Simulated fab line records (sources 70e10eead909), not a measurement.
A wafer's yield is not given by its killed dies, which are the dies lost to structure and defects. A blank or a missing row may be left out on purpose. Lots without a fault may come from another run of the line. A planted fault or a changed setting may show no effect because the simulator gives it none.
Comparing a struck lot with a sound one :: flow nand-harc :: 14 out of 1302 route steps
Sound: the wafers L936.1, L936.3, L936.4. Wafers struck: L944.2, L944.4, L944.6. The cause is named last.
Order at every step that has rows: each side's tool, ch and its chambers, its first start. Under that, the readings that differ: sound wafers :: struck wafers :: difference of the means :: sigmas: that difference in standard deviations of wafers without a fault.
alike: words and numbers the same on both sides, and readings whose means are apart by under 2 such deviations; not compared: readings that were withheld, readings missing a value for some wafer, numbers with overlapping values and no deviation given by the record, and bounds like >300 which may hide the same value.
Wherever a step has rows on one side only, a row that says differs or no value, or a row with sigmas, the two part there. Non-overlapping numbers with no deviation appear without sigmas and do not part them. Lack of a reading on every wafer of one side parts them only where that side has two or more wafers.

first, 1 step without rows for these wafers: NHARC_A_SGD_CUT_ETCH_26 (etches SiO2 in dHF, target depth 45.8 nm).
NHARC_A_SGD_CUT_ETCHBACK_24: etches the open film in CH3F/O2, target depth 50 nm, time 92.857 s.
  sound on rie-diel-07 ch 0,2,3, day 20 07:17; struck on rie-diel-03 ch 2,3, day 23 20:41
reading: oes-product-au (a.u.)
sound: 1.00 0.98 0.98
struck: 0.91 0.92 0.91
difference: -0.07
sigmas: -2
  alike: drypump-motor-current-A, rf-vpp-V, showerhead-plenum-p-Torr, throttle-valve-pct
  not compared: rf-hours-counter-h
NHARC_A_SGD_CUT_STRIP_28: strips in O2, time 20 s.
  sound: rie-diel-07 ch 0,1,2; struck: rie-diel-03 ch 0,2,3
reading: showerhead-plenum-p-Torr (Torr)
sound: 3.28 3.31 3.39
struck: 3.78 3.53 3.68
difference: +0.34
sigmas: +2
  alike: drypump-motor-current-A, oes-product-au, rf-vpp-V, throttle-valve-pct
  not compared: rf-hours-counter-h
NHARC_A_SGD_CUT_INSPECT_25:
  sound: defect-inspect-01 at day 20 07:31; struck: defect-inspect-02 at day 23 20:56
  alike: raw-defect-count
NHARC_A_SLIT_DEP_25: deposits SiO2, target thk 200 nm.
  sound on pecvd-02 ch 0,2, day 20 07:35; struck on pecvd-04 ch 0,2, day 23 21:06
reading: heater-power-outer-w (W)
sound: 206 353 219
struck: 423 412 425
difference: +161
sigmas: +2

reading: heater-power-w (W)
sound: 410 631 414
struck: 688 728 679
difference: +213
sigmas: +2
  alike: throttle-valve-pct
NHARC_A_SLIT_DEP_00: deposits aC, target thk 6200 nm.
  sound on acl-dep-01 ch 0, day 20 09:52; struck on acl-dep-02 ch 0, day 23 22:04
  alike: throttle-valve-pct
NHARC_A_SLIT_DEP_23: deposits SiON, target thk 100 nm.
  sound on pecvd-03 ch 1,2, day 20 13:44; struck on pecvd-02 ch 0,2, day 24 01:29
  alike: heater-power-outer-w, heater-power-w
then, 5 steps without rows for these wafers: NHARC_A_SLIT_DEHYDRATE_01 (time 120 s); NHARC_A_SLIT_HMDS_02 (time 30 s); NHARC_A_SLIT_COAT_03 (resist thk 90 nm); NHARC_A_SLIT_SOFTBAKE_04 (time 55 s); NHARC_A_SLIT_EBR_05.
NHARC_A_SLIT_EXPOSE_06: exposes mask SLIT.
  struck on arfi-scanner-01, day 24 01:52; sound on arfi-scanner-03 ch 0, day 20 14:17
  no value came back on the struck wafers for exposure-dose-mJ-cm2, focus-offset-nm (nm), na, stage-vel-mm-s (mm/s); on the sound wafers exposure-dose-mJ-cm2 reads 60.78 60.94 60.83
  alike: mask
then, 1 step without rows for these wafers: NHARC_A_SLIT_PEB_07 (peb time 65 s).

## WHERE THEY PART
Earliest at NHARC_A_SGD_CUT_ETCHBACK_24; latest, in this record, at NHARC_A_SLIT_EXPOSE_06.

WHY: what had been put in by the simulator
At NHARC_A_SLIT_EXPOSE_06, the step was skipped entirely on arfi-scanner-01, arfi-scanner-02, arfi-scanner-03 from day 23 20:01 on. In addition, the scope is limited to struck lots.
